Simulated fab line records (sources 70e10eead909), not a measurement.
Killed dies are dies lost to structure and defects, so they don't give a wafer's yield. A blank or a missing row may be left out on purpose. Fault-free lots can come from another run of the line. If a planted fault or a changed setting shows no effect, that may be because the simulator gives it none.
A lot that was struck, set against a sound lot | flow nand-harc | 15 out of 1302 route steps
Sound: wafers L786.2, L786.4, L786.6. Struck: wafer L796.3; the same lot's L796.6 was not struck, so it is left out; see the end for the cause.
Order at every step that has rows: each side's tool, ch and its chambers, its first start. Under that, the readings that differ: sound wafers | struck wafers | difference of the means | sigmas: that difference in standard deviations of wafers without a fault.
alike: words and numbers the same on both sides, and readings whose means are apart by under 2 such deviations; not compared: readings that were withheld, readings missing a value for some wafer, numbers with overlapping values and no deviation given by the record, and bounds like >300 which may hide the same value.
Wherever a step has rows on one side only, a row that says differs or no value, or a row with sigmas, the two part there. Non-overlapping numbers with no deviation appear without sigmas and do not part them. A reading that every wafer of one side lacks parts them only if that side has two wafers or more.

first, 1 step without rows for these wafers: NHARC_A_ONON_D1_DEP_03 (target thk 1000 nm).
NHARC_A_ONON_D1_THK_MEAS_05: measures by ellipsometry.
  sound on film-metro-01, day 9 20:44; struck on film-metro-01, day 14 02:54
  alike: thk-nm
then, 1 step without rows for these wafers: NHARC_A_ONON_D1_DEP_06 (target thk 1000 nm).
NHARC_A_ONON_D1_THK_MEAS_08: measures by ellipsometry.
  sound on film-metro-01, day 9 21:18; struck on film-metro-01, day 14 03:28
  alike: thk-nm
then, 1 step without rows for these wafers: NHARC_A_ONON_D1_DEP_09 (target thk 1000 nm).
NHARC_A_ONON_D1_THK_MEAS_11: measures by ellipsometry.
  sound on film-metro-01, day 9 21:52; struck on film-metro-01, day 14 04:11
  reading     | sound       | struck | difference | sigmas
  thk-nm (nm) | 993 991 993 | 1011   | +19        | +2
then, 1 step without rows for these wafers: NHARC_A_ONON_D1_DEP_12 (target thk 1000 nm).
NHARC_A_ONON_D1_THK_MEAS_14: measures by ellipsometry.
  sound on film-metro-01, day 9 22:26; struck on film-metro-02, day 14 04:53
  alike: thk-nm
then, 2 steps without rows for these wafers: NHARC_A_ONON_D1_ANNEAL_15 (time 3600 s); NHARC_A_ONON_D1_DEP_16 (target thk 1000 nm).
NHARC_A_ONON_D1_THK_MEAS_18: measures by ellipsometry.
  sound on film-metro-01, day 10 06:15; struck on film-metro-01, day 14 12:39
  reading     | sound          | struck | difference | sigmas
  thk-nm (nm) | 1008 1009 1007 | 992    | -16        | -2
NHARC_A_ONON_D1_DEP_19: target thk 1000 nm.
  sound on pecvd-onon-04 ch 0, day 10 06:22; struck on pecvd-onon-04 ch 0, day 14 12:49
NHARC_A_ONON_D1_THK_MEAS_21: measures by ellipsometry.
  sound on film-metro-01, day 10 06:49; struck on film-metro-02, day 14 13:13
  reading     | sound       | struck | difference | sigmas
  thk-nm (nm) | 991 990 991 | 347    | -644       | -59
then, 1 step without rows for these wafers: NHARC_A_ONON_D1_DEP_22 (target thk 1000 nm).
-- the record jumps here: 16 days lie between the struck wafers' starts before and after (it left off in module A_ONON_D1 and takes up again in module END, whose first step shown is number 1302 of the route) --
NHARC_END_SORT_01:
  at this point the record logs the struck wafers (prober-02 ch 0, day 30 12:05) and has no rows for the sound ones

## WHERE THEY PART
First at NHARC_A_ONON_D1_THK_MEAS_11; last, within this record, at NHARC_END_SORT_01.

WHY: what had been put in by the simulator
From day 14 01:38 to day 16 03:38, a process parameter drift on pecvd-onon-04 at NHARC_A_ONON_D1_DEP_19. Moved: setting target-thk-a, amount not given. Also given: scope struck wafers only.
